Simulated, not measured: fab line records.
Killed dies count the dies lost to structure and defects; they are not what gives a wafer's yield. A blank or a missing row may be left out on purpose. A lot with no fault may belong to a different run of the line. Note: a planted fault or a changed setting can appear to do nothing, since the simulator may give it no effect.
Problem report, 8D (eight disciplines) form, completed by code	flow n5 finfet	the parts of the form that need people (team, actions taken, sign-off) are left out

## 1. WHAT WENT WRONG
Wafers without a fault read 6e+14, standard deviation 7.1e+11; dose ions cm2 at N5_MOL_CONTACT_COAG_IMPLANT_129 reads a mean of 3e+14 on 6 wafers belonging to 2 lots. So: -99 or more standard deviations from the usual mean.
Seen first at day 8 01:41 on implanter-01, wafer L469.1. The record has a number at this step for 34 wafers belonging to 12 lots. Rule for "out" (also "out of limits"): further than 4 standard deviations from the usual mean. All remaining wafers that have a number are taken as sound.

## 2. WHAT IT IS; WHAT IT IS NOT
question	is	is not
which readings at this step	dose ions cm2, beam on s	-
which lots	L469, L471	L456, L458, L460, L461, L462, L472, L474, L476, L478, L479
which wafers of those lots	all that have a number	-
read on which tools	implanter-01	implanter-02
when	from day 8 01:41	up to then (15 sound wafers); but 13 sound wafers of L472, L474, L476, L478, L479 came after

## 3. WHAT RULES OUT EACH SUSPECT
Counting: any tool at a process step up to the reading is kept as a suspect provided that every lot that is out went through it and no sound lot did after the first of them.
- rie diel-05 at N5_MOL_CONTACT_COAG_ETCH_105 (etches SiARC in CF4, target depth 15.6 nm, time 26 s): ruled out as a lasting fault. Sound lots L472, L478 ran on it after its first lot that is out, L469 (day 8 01:19).
- implanter-01 at N5_MOL_CONTACT_COAG_IMPLANT_129: kept. All lots that are out passed through it, beginning with L469 at day 8 01:41, and no sound lot followed; its final sound lot before that point was L458 at day 5 03:46. Its own readings are out on those wafers: beam on s, dose ions cm2.
Remaining after the count: implanter-01 at N5_MOL_CONTACT_COAG_IMPLANT_129.

## 4. THE CAUSE (what the simulator had put in)
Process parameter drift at N5_MOL_CONTACT_COAG_IMPLANT_129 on implanter-01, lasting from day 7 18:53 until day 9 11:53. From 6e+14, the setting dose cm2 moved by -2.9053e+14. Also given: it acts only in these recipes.
After counting, this tool was the only one left.

## 5. SEQUENCE OF EFFECTS, ordered by route
Rows list readings where the struck wafers' mean (over those with a number) sits beyond 3 standard deviations from the usual. Readings are gone through only where the record gives a usual standard deviation; hours: the median, over the lots, of the time from a lot's start at the first step in this table giving one to that lot's start at this step; sigmas: the change measured in usual standard deviations.
hours	step	reading	usual	on struck wafers	change	sigmas
0	N5_MOL_CONTACT_COAG_IMPLANT_129	beam on s	40.6 s	19.4	-21.2	-9.6
0	N5_MOL_CONTACT_COAG_IMPLANT_129	dose ions cm2	6e+14	3e+14	-3e+14	-99 or more
It contains these process steps:
- N5_MOL_CONTACT_COAG_IMPLANT_129

## 6. HOW IT WOULD HAVE BEEN CAUGHT EARLIER
7 hours passed between the start of the fault at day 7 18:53 and the first reading out of limits in this record, taken at day 8 01:41.
